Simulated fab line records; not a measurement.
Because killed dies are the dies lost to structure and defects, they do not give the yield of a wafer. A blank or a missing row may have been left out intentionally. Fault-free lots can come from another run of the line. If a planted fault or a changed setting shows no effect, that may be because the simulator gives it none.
fab line records	flow n5-finfet
[record] lots = 6	wafers = 18	last-day = 19
route steps=1938 shown BEOL_M1@788 BEOL_M4@1111
lots that met no fault: taken from a fault-free run of the same line
start-h: the number of hours between the record's first day and the start of the first shown wafer of the lot	wait-h: hours since the lot's step before	" same as the row above	L1.1+2: one row covering several wafers at once	- either no value or no given start	* or withheld: withheld	< > ~ a bound
route shown NAME@n: a module of which the file shows steps, and the number in the route of the first	usual: average and standard deviation across the fault-free wafers	same: alike in all rows	chamber/n: place in a boat	sites: per-site readings	_std_site: the standard deviation of these	_edge_site: mean of outer sites minus mean of inner sites	radius-mm: how far each site lies from the wafer's centre	mask NAME#n: copy n	behind: the tool/chamber that last shaped the wafer	hold: why the lot went on hold/how many hours it stayed there/how the hold came to an end	device: names the non-switching transistor (n, p or np)	end of line: the same wafers' tests at the end of the route	a step given without rows: its recipe and nothing more	killed: count of dies lost to structure and defects at first sort (not the wafer's yield)	map: a wafer's dies, x killed, . not, _ none there
set.NAME: setting as actually run; set.NAME@STEP: the setting as run at that earlier step	model.NAME: the simulator's own value behind a step, which no gauge read
a table for each step, a row for each wafer; lots at some steps of the route
services: the hour from which a tool's chamber was out of use, counted from the record's first day as start-h (under 0 if before that day), plus the number of hours and why
[[steps]]
[step N5_BEOL_M1_INSPECT_30]
[recipe] mode = adi	inspect-instrument = brightfield
[usual] raw-defect-count = 415/84
lot.wafer	tool	chamber	start-h	wait-h	raw-defect-count
L288.2	defect-inspect-02	-	218.09	0.0	434
L288.5	"	-	"	"	537
L288.6	"	-	"	"	457
L289.2	defect-inspect-01	-	223.15	0.0	251
L289.3	"	-	"	"	355
L289.5	"	-	"	"	360
L294.1	defect-inspect-01	-	243.06	0.1	428
L294.3	"	-	"	"	389
L294.6	"	-	"	"	348
L296.2	defect-inspect-01	-	272.63	0.0	488
L296.3	"	-	"	"	504
L296.6	"	-	"	"	453
L298.3	defect-inspect-01	-	276.07	0.0	512
L298.4	"	-	"	"	383
L298.6	"	-	"	"	345
L302.4	defect-inspect-01	-	309.83	0.0	441
L302.5	"	-	"	"	440
L302.6	"	-	"	"	366
[step N5_BEOL_M1_DESCUM_33]
[recipe] chemistry = O2	time-s = 7	source-power-w = 50	bias-power-w = 20	pressure-mtorr = 20	rf-frequency-hz = 2.712e+07	temp-c = 40	resist = CAR-EUV	o2-flow-sccm = 225
[step N5_BEOL_M1_ETCH_77]
[recipe] chemistry = N2/H2	target = underlayer	target-depth-a = 65	mask-material = CAR-EUV	time-s = 5.2	ion-energy-ev = 200	pressure-mtorr = 30	source-w = 840	bias-w = 150	n2-flow-sccm = 200	h2-flow-sccm = 200	ends = cleared
[usual] bias-w = 150.0/0.47	drypump-motor-current-A = 5.7/0.42	etch-rf-on-time-s = 5.18/0.092	n2-flow-sccm = 199.9/0.57	oes-product-au = 0.67/0.079	rf-vpp-V = 523.0/2.7	showerhead-plenum-p-Torr = 2.51/0.081	throttle-valve-pct = 17.94/0.17
lot.wafer	tool	chamber	start-h	wait-h	bias-w	drypump-motor-current-A	etch-rf-on-time-s	n2-flow-sccm	oes-product-au	rf-hours-counter-h	rf-vpp-V	showerhead-plenum-p-Torr	throttle-valve-pct
L288.2	rie-diel-02	2	218.16	0.0	150.4	6.1	5.09	200.2	0.74	67	522.8	2.47	17.86
L288.5	"	2	"	"	150.2	6.1	5.17	200.0	0.72	-	520.3	2.47	17.84
L288.6	"	1	"	"	149.4	5.6	5.26	199.5	0.63	-	520.6	2.43	18.12
L289.2	rie-diel-05	2	223.32	0.0	150.4	6.2	5.19	200.0	0.81	12	522.8	2.50	17.72
L289.3	"	3	"	"	150.0	6.4	5.15	200.4	0.65	153	522.7	2.53	18.13
L289.5	"	0	"	"	150.3	5.8	5.37	199.5	0.58	-	522.6	2.51	17.77
L294.1	rie-diel-05	1	243.57	0.0	149.8	5.4	5.19	199.7	0.75	45	527.1	2.59	17.62
L294.3	"	0	"	"	150.3	5.8	5.39	198.7	0.57	222	521.4	2.51	17.77
L294.6	"	2	"	"	148.8	6.2	5.12	199.9	0.80	-	520.8	2.49	17.74
L296.2	rie-diel-03	2	272.82	0.0	149.8	5.7	5.22	200.1	0.59	229	519.7	2.41	17.98
L296.3	"	0	"	"	149.8	5.9	5.17	199.7	0.67	118	527.1	2.67	18.06
L296.6	"	1	"	"	150.5	5.8	5.20	199.0	0.60	-	524.2	2.52	18.36
L298.3	rie-diel-02	3	276.14	0.0	150.6	5.9	5.08	199.4	0.62	199	519.8	2.42	17.95
L298.4	"	0	"	"	149.5	4.8	5.03	200.1	0.81	19	526.5	2.59	17.78
L298.6	"	2	"	"	150.5	6.0	5.07	200.3	0.72	-	522.5	2.47	17.87
L302.4	rie-diel-05	1	309.95	0.0	150.5	5.4	5.10	199.9	0.73	69	524.5	2.58	17.66
L302.5	"	0	"	"	149.8	5.9	5.32	199.9	0.57	-	522.2	2.50	17.79
L302.6	"	3	"	"	150.2	6.4	5.11	199.6	0.64	-	521.8	2.52	18.18
[step N5_BEOL_M1_ETCH_69]
[recipe] chemistry = CF4	target = SiARC	target-depth-a = 156	mask-material = CAR-EUV	time-s = 26	ion-energy-ev = 80	pressure-mtorr = 40	source-w = 545	bias-w = 36	Ar_flow_sccm = 100	cf4-flow-sccm = 100	ends = cleared
[usual] bias-w = 36.00/0.1	drypump-motor-current-A = 5.7/0.42	etch-rf-on-time-s = 25.9/0.49	oes-product-au = 0.67/0.078	rf-vpp-V = 183.8/1.2	showerhead-plenum-p-Torr = 2.12/0.065	throttle-valve-pct = 15.66/0.17
lot.wafer	tool	chamber	start-h	wait-h	bias-w	drypump-motor-current-A	etch-rf-on-time-s	oes-product-au	rf-hours-counter-h	rf-vpp-V	showerhead-plenum-p-Torr	throttle-valve-pct
L288.2	rie-diel-02	2	218.18	0.0	36.07	6.0	25.1	0.74	67	184.7	2.09	15.58
L288.5	"	2	"	"	35.99	6.1	25.4	0.74	-	182.9	2.09	15.58
L288.6	"	1	"	"	36.09	5.6	25.6	0.65	-	184.0	2.05	15.79
L289.2	rie-diel-05	2	223.33	0.0	36.02	6.2	26.0	0.81	12	183.4	2.11	15.53
L289.3	"	3	"	"	35.89	6.4	25.6	0.66	153	184.3	2.14	15.89
L289.5	"	0	"	"	35.95	5.8	27.0	0.59	-	183.2	2.12	15.52
L294.1	rie-diel-05	1	243.59	0.0	36.05	5.3	26.3	0.75	45	185.4	2.17	15.27
L294.3	"	0	"	"	35.82	5.8	27.1	0.57	222	183.3	2.12	15.52
L294.6	"	2	"	"	35.90	6.2	25.7	0.79	-	182.0	2.11	15.55
L296.2	rie-diel-03	2	272.84	0.0	35.97	5.7	26.3	0.58	229	182.4	2.04	15.84
L296.3	"	0	"	"	36.17	5.9	25.8	0.68	118	184.6	2.24	15.68
L296.6	"	1	"	"	35.98	5.7	26.2	0.60	-	183.3	2.12	15.97
L298.3	rie-diel-02	3	276.15	0.0	35.98	5.9	25.3	0.62	199	183.3	2.05	15.62
L298.4	"	0	"	"	36.08	4.8	25.0	0.82	19	184.4	2.18	15.48
L298.6	"	2	"	"	36.04	6.1	25.3	0.72	-	184.9	2.08	15.62
L302.4	rie-diel-05	1	309.97	0.0	35.97	5.4	26.2	0.71	69	182.4	2.17	15.33
L302.5	"	0	"	"	36.01	5.8	26.9	0.57	-	183.6	2.11	15.56
L302.6	"	3	"	"	35.93	6.4	25.7	0.64	-	182.7	2.13	15.96
[step N5_BEOL_M1_ALD_98]
[recipe] material = SiO2	target-thk-a = 25	temp-c = 100	ald-precursor-family = BDEAS	ald-co-reactant = O2-plasma	pulse-time-s = 1	co-reactant-pulse-time-s = 1	purge-time-s = 2	co-reactant-purge-time-s = 2	ald-cycles = 17	pressure-torr = 2
[usual] heater-power-w = 79/8.2	precursor-pulse-height-rel = 1.001/0.019
lot.wafer	tool	chamber	start-h	wait-h	heater-power-w	precursor-pulse-height-rel	since-wet-clean-h
L288.2	ald-sin-02	0	218.26	0.1	72	0.991	28
L288.5	"	0	"	"	72	0.998	-
L288.6	"	3	"	"	73	0.998	-
L289.2	ald-sin-04	0	223.42	0.1	65	1.015	321
L289.3	"	3	"	"	87	1.011	321
L289.5	"	2	"	"	91	1.027	-
L294.1	ald-sin-01	3	243.67	0.1	72	0.998	143
L294.3	"	0	"	"	89	0.984	143
L294.6	"	0	"	"	90	1.024	-
L296.2	ald-sin-01	1	273.68	0.8	76	1.006	173
L296.3	"	0	"	"	89	1.022	173
L296.6	"	0	"	"	87	1.001	-
L298.3	ald-sin-01	0	276.70	0.5	91	0.991	176
L298.4	"	3	"	"	72	0.996	176
L298.6	"	2	"	"	91	0.986	-
L302.4	ald-sin-01	2	310.26	0.3	92	1.018	210
L302.5	"	3	"	"	69	1.024	-
L302.6	"	0	"	"	89	1.034	-
[step N5_BEOL_M1_ETCHBACK_99]
[recipe] chemistry = CHF3	target = SiO2	target-depth-a = 50	time-s = 10.4	source-w = 215	bias-w = 47	Ar_flow_sccm = 200	CHF3_flow_sccm = 12	ion-energy-ev = 100	pressure-mtorr = 30
[step N5_BEOL_M1_ETCH_70]
[recipe] chemistry = N2/H2	target = SOC	target-depth-a = 800	overetch-a = 160	mask-material = SiARC	temp-c = 40	time-s = 120	ion-energy-ev = 200	pressure-mtorr = 30	source-w = 840	bias-w = 150	n2-flow-sccm = 200	h2-flow-sccm = 200
[step N5_BEOL_M1_STRIP_71]
[recipe] chemistry = N2/H2	temp-c = 40	n2-flow-sccm = 200	h2-flow-sccm = 200	rf-frequency-hz = 6e+07
[step N5_BEOL_M1_STRIP_78]
[recipe] chemistry = N2/H2	temp-c = 40	n2-flow-sccm = 200	h2-flow-sccm = 200	rf-frequency-hz = 6e+07
[step N5_BEOL_M1_VIA_ETCH_34]
[recipe] chemistry = C4F6/O2	target-depth-a = 678	mask-material = SOC	pressure-mtorr = 15	ion-energy-ev = 250	taper-deg = 4	time-s = 64.4	source-w = 350	bias-w = 170	Ar_flow_sccm = 300	C4F6_flow_sccm = 10	O2_flow_sccm = 10
[usual] bias-w = 170.1/0.48	drypump-motor-current-A = 5.7/0.42	oes-product-au = 0.78/0.09	rf-vpp-V = 664/5.7	showerhead-plenum-p-Torr = 2.81/0.082	throttle-valve-pct = 30.83/0.18
lot.wafer	tool	chamber	start-h	wait-h	bias-w	drypump-motor-current-A	oes-product-au	rf-hours-counter-h	rf-vpp-V	showerhead-plenum-p-Torr	throttle-valve-pct
L288.2	rie-diel-02	1	220.93	0.0	171.3	5.6	0.75	164	657	2.72	30.97
L288.5	"	0	"	"	170.3	4.8	1.00	-	663	2.90	30.68
L288.6	"	3	"	"	170.4	5.9	0.73	-	653	2.72	30.64
L289.2	rie-diel-02	0	224.64	0.0	170.5	4.8	0.99	5	665	2.90	30.66
L289.3	"	1	"	"	169.3	5.6	0.74	165	658	2.72	30.97
L289.5	"	1	"	"	170.4	5.6	0.74	-	658	2.72	30.96
L294.1	rie-diel-03	0	244.45	0.0	170.1	5.9	0.80	108	667	2.97	30.77
L294.3	"	2	"	"	169.0	5.7	0.70	220	666	2.71	30.84
L294.6	"	0	"	"	170.0	5.9	0.80	-	666	2.97	30.80
L298.3	rie-diel-02	1	278.82	0.0	170.9	5.6	0.73	180	657	2.71	30.96
L298.4	"	3	"	"	169.7	5.9	0.72	199	653	2.71	30.64
L298.6	"	0	"	"	170.3	4.8	0.94	-	665	2.89	30.67
L296.2	rie-diel-02	1	279.18	0.0	169.4	5.6	0.73	180	660	2.71	30.99
L296.3	"	0	"	"	170.3	4.8	0.94	21	666	2.89	30.68
L296.6	"	1	"	"	170.2	5.6	0.73	-	658	2.71	30.97
L302.4	rie-diel-05	1	310.67	0.0	170.0	5.3	0.86	69	670	2.88	30.64
L302.5	"	0	"	"	170.3	5.8	0.67	-	664	2.80	30.63
L302.6	"	3	"	"	170.5	6.4	0.74	-	670	2.83	31.14
[step N5_BEOL_M1_STRIP_83]
[recipe] chemistry = C4F6/O2	resist = SiARC	rf-frequency-hz = 6e+07
[step N5_BEOL_M1_STRIP_36]
[recipe] chemistry = N2/H2	power-w = 450	temp-c = 40	pressure-mtorr = 20	rf-frequency-hz = 6e+07	overash-fraction = 0.3	bias-power-w = 7	h2-frac = 0.5	n2-flow-sccm = 200	h2-flow-sccm = 200
[step N5_BEOL_M1_TRENCH_ETCH_37]
[recipe] chemistry = C4F6/O2	target-depth-a = 552.07	target = SiOC	time-s = 29	ion-energy-ev = 250	pressure-mtorr = 30	source-w = 355	bias-w = 185	Ar_flow_sccm = 300	C4F6_flow_sccm = 10	O2_flow_sccm = 10
[usual] bias-w = 185.0/0.56	drypump-motor-current-A = 5.7/0.42	oes-product-au = 0.78/0.091	rf-vpp-V = 664/5.7	showerhead-plenum-p-Torr = 2.81/0.082	throttle-valve-pct = 20.92/0.17
lot.wafer	tool	chamber	start-h	wait-h	bias-w	drypump-motor-current-A	oes-product-au	rf-hours-counter-h	rf-vpp-V	showerhead-plenum-p-Torr	throttle-valve-pct	model.BEOL_M1.feature-depth-nm	model.etch.depth-nm
L288.2	rie-diel-02	1	221.03	-	185.7	5.6	0.74	164	657	2.72	21.05	54.2	54.15
L288.5	"	0	"	"	184.9	4.8	0.99	-	664	2.90	20.75	55.8	55.81
L288.6	"	3	"	"	186.0	5.9	0.73	-	654	2.72	20.78	55.4	55.44
L289.2	rie-diel-02	0	224.74	-	184.2	4.8	1.00	5	666	2.90	20.74	56.6	56.55
L289.3	"	1	"	"	185.4	5.6	0.75	165	659	2.72	21.08	55	54.97
L289.5	"	1	"	"	185.5	5.6	0.74	-	657	2.72	21.06	54.6	54.57
L294.1	rie-diel-03	0	244.55	-	185.1	6.0	0.80	108	667	2.97	20.88	55.4	55.3
L294.3	"	2	"	"	185.7	5.7	0.70	220	665	2.72	21.03	54.8	54.81
L294.6	"	0	"	"	184.4	5.9	0.80	-	667	2.97	20.90	55.6	55.61
L298.3	rie-diel-02	1	278.92	-	224.5	5.6	0.76	180	765	2.72	21.08	58.4	58.42
L298.4	"	3	"	"	185.5	5.9	0.72	199	652	2.72	20.81	55.2	55.26
L298.6	"	0	"	"	184.1	4.8	0.94	-	664	2.90	20.79	56.4	56.48
L296.2	rie-diel-02	1	279.28	-	224.0	5.6	0.76	180	764	2.72	21.09	58.4	58.37
L296.3	"	0	"	"	184.5	4.8	0.93	21	665	2.90	20.78	56	56.08
L296.6	"	1	"	"	223.4	5.6	0.76	-	763	2.72	21.09	58.2	58.22
L302.4	rie-diel-05	1	310.77	-	185.1	5.4	0.85	69	670	2.89	20.65	55.8	55.7
L302.5	"	0	"	"	185.0	5.8	0.67	-	664	2.81	20.73	53.6	53.63
L302.6	"	3	"	"	185.2	6.4	0.73	-	671	2.83	21.21	55.2	55.1
[step N5_BEOL_M1_ETCH_41]
[recipe] chemistry = CH3F/O2	target = SiCN	target-depth-a = 319	taper-deg = 2	time-s = 57.8	ion-energy-ev = 120	mask-material = TiN	pressure-mtorr = 30	source-w = 395	bias-w = 75	Ar_flow_sccm = 150	CH3F_flow_sccm = 30	O2_flow_sccm = 20
[step N5_BEOL_M1_STRIP_97]
[recipe] chemistry = N2/H2	time-s = 10	power-w = 450	temp-c = 40	pressure-mtorr = 20	rf-frequency-hz = 6e+07	bias-power-w = 7	n2-flow-sccm = 200	h2-flow-sccm = 200
[usual] drypump-motor-current-A = 5.7/0.43	n2-flow-sccm = 200.0/0.61	oes-product-au = 0.78/0.09	rf-vpp-V = 59.2/0.77	showerhead-plenum-p-Torr = 2.51/0.077	throttle-valve-pct = 23.77/0.19
lot.wafer	tool	chamber	start-h	wait-h	drypump-motor-current-A	n2-flow-sccm	oes-product-au	rf-hours-counter-h	rf-vpp-V	showerhead-plenum-p-Torr	throttle-valve-pct
L288.2	rie-diel-02	1	-	-	5.6	199.8	0.74	164	59.5	2.43	23.99
L288.5	"	0	"	"	4.8	200.8	0.99	-	58.8	2.60	23.62
L288.6	"	3	"	"	5.9	200.5	0.72	-	59.7	2.43	23.77
L289.2	rie-diel-02	0	-	-	4.8	200.0	0.99	5	60.4	2.60	23.63
L289.3	"	1	"	"	5.6	199.9	0.75	165	59.3	2.43	23.99
L289.5	"	1	"	"	5.6	199.5	0.73	-	59.8	2.43	23.98
L294.1	rie-diel-03	0	-	-	5.9	199.1	0.79	108	59.3	2.67	23.95
L294.3	"	2	"	"	5.6	200.3	0.68	220	60.0	2.41	23.63
L294.6	"	0	"	"	5.9	199.3	0.80	-	59.3	2.67	23.92
L298.3	rie-diel-02	1	-	-	5.6	200.8	0.74	180	58.3	2.42	23.99
L298.4	"	3	"	"	5.9	200.0	0.71	199	58.1	2.42	23.79
L298.6	"	0	"	"	4.8	201.2	0.94	-	59.6	2.59	23.67
L296.2	rie-diel-02	1	-	-	5.6	199.8	0.73	180	59.5	2.42	23.98
L296.3	"	0	"	"	4.8	200.3	0.94	21	59.5	2.59	23.66
L296.6	"	1	"	"	5.6	199.2	0.73	-	60.2	2.42	24.00
L302.4	rie-diel-05	1	-	-	5.3	200.0	0.86	69	58.7	2.58	23.59
L302.5	"	0	"	"	5.8	199.8	0.68	-	59.6	2.49	23.62
L302.6	"	3	"	"	6.4	199.6	0.74	-	59.0	2.52	23.95
[step N5_BEOL_M1_OCD_MEAS_38]
[usual] trench-depth-nm = 55.2/0.88
lot.wafer	tool	chamber	start-h	wait-h	trench-depth-nm
L288.2	ocd-02	-	221.19	-	54.0
L288.5	"	-	"	"	55.7
L288.6	"	-	"	"	55.4
L289.2	ocd-01	-	224.89	-	55.9
L289.3	"	-	"	"	55.0
L289.5	"	-	"	"	54.6
L294.1	ocd-02	-	244.70	-	55.1
L294.3	"	-	"	"	54.4
L294.6	"	-	"	"	55.1
L298.3	ocd-02	-	279.08	-	58.8
L298.4	"	-	"	"	55.1
L298.6	"	-	"	"	56.5
L296.2	ocd-02	-	279.44	-	58.7
L296.3	"	-	"	"	56.2
L296.6	"	-	"	"	57.7
L302.4	ocd-01	-	310.93	-	55.8
L302.5	"	-	"	"	53.4
L302.6	"	-	"	"	55.3
[step N5_BEOL_M1_HM_STRIP_39]
[recipe] chemistry = peroxide-tin-strip	material = TiN	target-depth-a = 250	temp-c = 50	time-s = 158
[step N5_BEOL_M4_RC_MEAS_101]
[usual] DIBL_N = 36.5/1.2	DIBL_P = 36.5/1.6	IOFF_N = 0.162/0.023	IOFF_P = 0.221/0.03	ION_N = 678/8	ION_P = 466/6.3	SS_N = 71.6/0.46	SS_P = 73.3/0.57	VT_N = 249.2/2.6	VT_P = -249/3.3
lot.wafer	tool	chamber	start-h	wait-h	DIBL_N[mV/V]	DIBL_P[mV/V]	IOFF_N[nA/um]	IOFF_P[nA/um]	ION_N[uA/um]	ION_P[uA/um]	SS_N[mV/dec]	SS_P[mV/dec]	VT_N[mV]	VT_P[mV]
L288.2	prober-02	0	257.49	0.2	36.9	37.1	0.175	0.222	688	464	71.4	73.4	249.1	-249
L288.5	"	0	"	"	36.6	37.1	0.172	0.214	688	464	71.4	73.7	248.2	-254
L288.6	"	0	"	"	36.4	36.7	0.159	0.211	670	462	71.0	73.2	250.0	-252
L289.2	prober-02	0	265.45	0.2	35.8	33.9	0.134	0.179	674	459	70.8	72.8	249.3	-253
L289.3	"	0	"	"	37.2	36.5	0.172	0.213	681	462	72.0	73.1	245.3	-249
L289.5	"	0	"	"	37.3	36.1	0.162	0.206	673	461	71.6	72.7	249.4	-252
L294.1	prober-02	0	290.96	0.2	35.6	35.1	0.150	0.209	672	462	72.1	73.4	247.5	-250
L294.3	"	0	"	"	35.9	36.2	0.153	0.231	677	468	71.6	73.4	248.8	-248
L294.6	"	0	"	"	35.7	36.0	0.147	0.218	673	466	71.4	72.4	252.4	-247
L296.2	prober-02	0	320.44	0.2	34.9	36.5	0.133	0.208	674	470	71.5	74.0	253.0	-247
L296.3	"	0	"	"	34.6	36.6	0.132	0.221	677	472	71.0	73.5	251.1	-246
L296.6	"	0	"	"	34.5	35.4	0.123	0.193	672	466	72.4	73.1	255.7	-250
L298.3	prober-01	0	324.04	0.3	37.6	41.0	0.226	0.292	692	478	72.8	73.8	243.8	-244
L298.4	"	0	"	"	34.6	37.4	0.157	0.224	685	474	71.3	73.6	246.7	-248
L298.6	"	0	"	"	34.3	36.7	0.150	0.209	679	464	72.0	72.6	247.5	-249
L302.4	prober-02	0	358.34	0.5	36.3	35.3	0.180	0.254	690	472	71.7	74.0	247.8	-244
L302.5	"	0	"	"	33.5	32.8	0.139	0.205	685	474	71.1	72.4	250.6	-247
L302.6	"	0	"	"	36.1	35.2	0.184	0.261	698	475	71.4	72.7	244.3	-243
[[services]]
tool	chamber	start-h	hours	kind
rie-diel-05	-	207.38	2.6	repair
rie-diel-05	1	213.83	14.7	repair
rie-diel-05	-	217.62	0.7	repair
rie-diel-05	3	227.96	6.0	repair
rie-diel-05	1	229.85	2.6	repair
ald-sin-02	0	238.51	2.6	repair
rie-diel-02	-	241.35	2.8	pm
rie-diel-05	0	249.90	1.2	repair
rie-diel-02	3	250.98	4.4	repair
rie-diel-03	3	251.86	6.5	repair
ald-sin-04	-	269.15	14.0	pm
ald-sin-04	0	269.15	14.0	vent-cycle
ald-sin-04	1	269.15	14.0	vent-cycle
ald-sin-04	2	269.15	14.0	vent-cycle
ald-sin-04	3	269.15	14.0	vent-cycle
ald-sin-02	2	281.14	17.2	repair
rie-diel-05	2	281.14	7.1	repair
ald-sin-04	0	283.15	-	clean
ald-sin-04	1	283.15	-	clean
ald-sin-04	2	283.15	-	clean
ald-sin-04	3	283.15	-	clean
ald-sin-01	2	294.15	11.1	repair
rie-diel-02	0	294.77	12.3	repair
ald-sin-02	0	305.92	-	calibration
[[key]]
[first-sign] step = N5_BEOL_M1_TRENCH_ETCH_37	reading = bias-w	direction = up	sigmas = 70	usual = *	struck = *
[effect] step = N5_BEOL_M1_TRENCH_ETCH_37	reading = rf-vpp-V	direction = up	sigmas = 18	usual = 664	struck = 764
[effect] step = N5_BEOL_M1_OCD_MEAS_38	reading = trench-depth-nm	direction = up	sigmas = 3.7	usual = 55.2	struck = 58.4
[model-effect] step = N5_BEOL_M1_TRENCH_ETCH_37	value = BEOL_M1.feature-depth-nm	without = 54.8	struck = 58.33
met-at N5_BEOL_M1_TRENCH_ETCH_37
struck-wafers L296.2,L296.6,L298.3
onset-between 224.74 278.92
[fault] kind = process-parameter-drift	tool = rie-diel-02	chamber = 1	onset-h = 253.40	steps = N5_BEOL_M1_TRENCH_ETCH_37	channel = bias-w	offset = *	shape = step	end-h = 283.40	acts-in = *	stated = *
